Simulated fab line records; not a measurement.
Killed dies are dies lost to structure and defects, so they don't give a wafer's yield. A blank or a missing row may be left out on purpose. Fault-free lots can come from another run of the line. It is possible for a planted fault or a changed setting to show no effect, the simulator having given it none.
What tool caused it? :: flow nandHarc :: 21 wafers from 7 lots sampled at 2 of the route's 1159 steps

== WHAT THE GAUGES READ, wafer by wafer ==
NHARC_P_BONDPAD_THK_MEAS_33: measures by ellipsometry.
lot: L481
measured: day 6 22:24
on: filmMetro-01
thkNm (nm): 199.4 201.7 201.2

lot: L487
measured: day 7 16:41
on: filmMetro-01
thkNm (nm): 199.7 198.4 200.0

lot: L491
measured: day 9 01:34
on: filmMetro-02
thkNm (nm): 200.0 201.8 201.2

lot: L493
measured: day 9 17:05
on: filmMetro-02
thkNm (nm): 201.5 201.4 202.7

lot: L496
measured: day 10 03:05
on: filmMetro-01
thkNm (nm): 202.7 199.2 199.6

lot: L499
measured: day 11 00:07
on: filmMetro-01
thkNm (nm): 198.1 198.4 198.2

lot: L502
measured: day 11 17:47
on: filmMetro-02
thkNm (nm): 197.7 200.7 197.8

== WHAT TOOL EACH LOT RAN ON (gives the tool, then ch and the chambers of the sampled wafers, and finally the start) ==
lot: L481
NHARC_P_M2_PVD_20: pvdSputter-01, day 6 22:24 or earlier

lot: L487
NHARC_P_M2_PVD_20: pvdSputter-02, day 7 16:41 or earlier

lot: L491
NHARC_P_M2_PVD_20: pvdSputter-03, day 9 01:34 or earlier

lot: L493
NHARC_P_M2_PVD_20: pvdSputter-03, day 9 17:05 or earlier

lot: L496
NHARC_P_M2_PVD_20: pvdSputter-03, day 10 03:05 or earlier

lot: L499
NHARC_P_M2_PVD_20: pvdSputter-01, day 11 00:07 or earlier

lot: L502
NHARC_P_M2_PVD_20: pvdSputter-01, day 11 17:47 or earlier
- NHARC_P_M2_PVD_20: deposits TaN, target thk 5 nm, time 8.06 s.

== THE ANSWER, worked out from the rows above alone ==
Rule: usual is defined by the lots themselves. Put in order of their means at a reading, lots are off if they are a third of the lots or fewer, leave a main group of 4 or more, and stand apart from it by a gap of 3 or more times the standard deviation of the main group's means; of several such gaps the widest counts. If all means in a main group match to the digits the tables above print for the reading, that group is not used. A lot without any number at a reading at which 4 lots or more have one is off too. Any other lot the step has rows for is counted as sound.
No lot is off at any reading shown: from this, nothing can be told.

== WHAT THE SIMULATOR PUT IN ==
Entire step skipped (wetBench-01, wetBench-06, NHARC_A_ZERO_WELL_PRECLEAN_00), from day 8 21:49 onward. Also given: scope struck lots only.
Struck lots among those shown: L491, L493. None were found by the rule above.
